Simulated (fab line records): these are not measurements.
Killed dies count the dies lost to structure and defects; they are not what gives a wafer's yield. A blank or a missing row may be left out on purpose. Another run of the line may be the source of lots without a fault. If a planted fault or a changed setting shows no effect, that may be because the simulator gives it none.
Problem report, 8D (eight disciplines) form, completed by code ; flow n5Finfet ; the parts of the form that need people (team, actions taken, sign-off) are left out

== 1. WHAT IS WRONG ==
Mean of lamp_zone_1_pct at N5_HKMG_FIN_HK_ANNEAL_02: 9.676 % across 6 wafers in 2 lots; on wafers with no fault it is 8.797 % (standard deviation 0.011). That is +80 standard deviations from the usual mean.
The step: time 30 s.
First observed at day 8 10:55: wafer L395.2, on rtpAnneal-02. The record has a number at this step for 25 wafers belonging to 9 lots. The rule behind "out" and "out of limits": a value lying over 4 standard deviations away from the usual mean. The other wafers with a number count as sound.

== 2. WHAT IT IS AND WHAT IT IS NOT ==
question;is;is not
which readings at this step;lamp_zone_1_pct, lampPowerPct, lamp_zone_2_pct, lamp_zone_3_pct, lamp_zone_4_pct, lamp_zone_5_pct, lamp_zone_6_pct, lamp_zone_7_pct;wafer_temp_C_max
which lots;L395, L396;L379, L381, L383, L384, L394, L397, L398
which wafers of those lots;all that have a number;-
read on which tools;rtpAnneal-02;rtpAnneal-01
when;from day 8 10:55;"up to then (14 sound wafers); but 5 sound wafers of L397, L398 came after"

== 3. THE SUSPECTS, EACH WITH WHAT RULES IT OUT ==
Counting: a tool stays on the suspect list if, at a process step up to the reading, it processed all lots that are out and no sound lot following the first of them.
- rtpAnneal-02 at N5_HKMG_FIN_HK_ANNEAL_02 (time 30 s): kept. It ran every lot that is out, first L395 (day 8 10:55), and no sound lot after that; its last sound lot up to then is L383 (day 5 12:08). Its own readings are out on those wafers: lampPowerPct, lamp_zone_1_pct, lamp_zone_2_pct, lamp_zone_3_pct, lamp_zone_4_pct, lamp_zone_5_pct, lamp_zone_6_pct, lamp_zone_7_pct.
Remaining after the count: rtpAnneal-02 at N5_HKMG_FIN_HK_ANNEAL_02.

== 4. THE CAUSE (what the simulator had put in) ==
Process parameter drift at N5_HKMG_FIN_HK_ANNEAL_02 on rtpAnneal-02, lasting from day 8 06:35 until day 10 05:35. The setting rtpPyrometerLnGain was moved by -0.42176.
The count eliminated every tool but this one.

== 5. SEQUENCE OF EFFECTS, ordered by route ==
Each row: a reading whose mean over the struck wafers that have a number lies more than 3 standard deviations from the usual. Readings are gone through only where the record gives a usual standard deviation; hours: the median, over the lots, of the time from a lot's start at the first step in this table giving one to that lot's start at this step; sigmas: the change measured in usual standard deviations.
hours;step;reading;usual;on struck wafers;change;sigmas
0;N5_HKMG_FIN_HK_ANNEAL_02;lampPowerPct;8.80 %;9.68;+0.88;+16
0;N5_HKMG_FIN_HK_ANNEAL_02;lamp_zone_1_pct;8.797 %;9.676;+0.879;+80
0;N5_HKMG_FIN_HK_ANNEAL_02;lamp_zone_2_pct;8.798 %;9.670;+0.872;+73
0;N5_HKMG_FIN_HK_ANNEAL_02;lamp_zone_3_pct;8.797 %;9.673;+0.876;+73
0;N5_HKMG_FIN_HK_ANNEAL_02;lamp_zone_4_pct;8.793 %;9.665;+0.872;+73
0;N5_HKMG_FIN_HK_ANNEAL_02;lamp_zone_5_pct;8.798 %;9.672;+0.874;+79
0;N5_HKMG_FIN_HK_ANNEAL_02;lamp_zone_6_pct;8.725 %;9.602;+0.877;+80
0;N5_HKMG_FIN_HK_ANNEAL_02;lamp_zone_7_pct;9.194 %;10.106;+0.912;+70
Here are the process steps it includes:
- N5_HKMG_FIN_HK_ANNEAL_02: time 30 s.
At these later measuring or inspecting steps, every struck wafer for which the step has a row has a number for every such reading, and none has moved that far: N5_BEOL_M4_RC_MEAS_101.

== 6. HOW IT WOULD HAVE BEEN CAUGHT EARLIER ==
First out-of-limits reading in this record: day 8 10:55, which is 4 hours after fault onset at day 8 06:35.
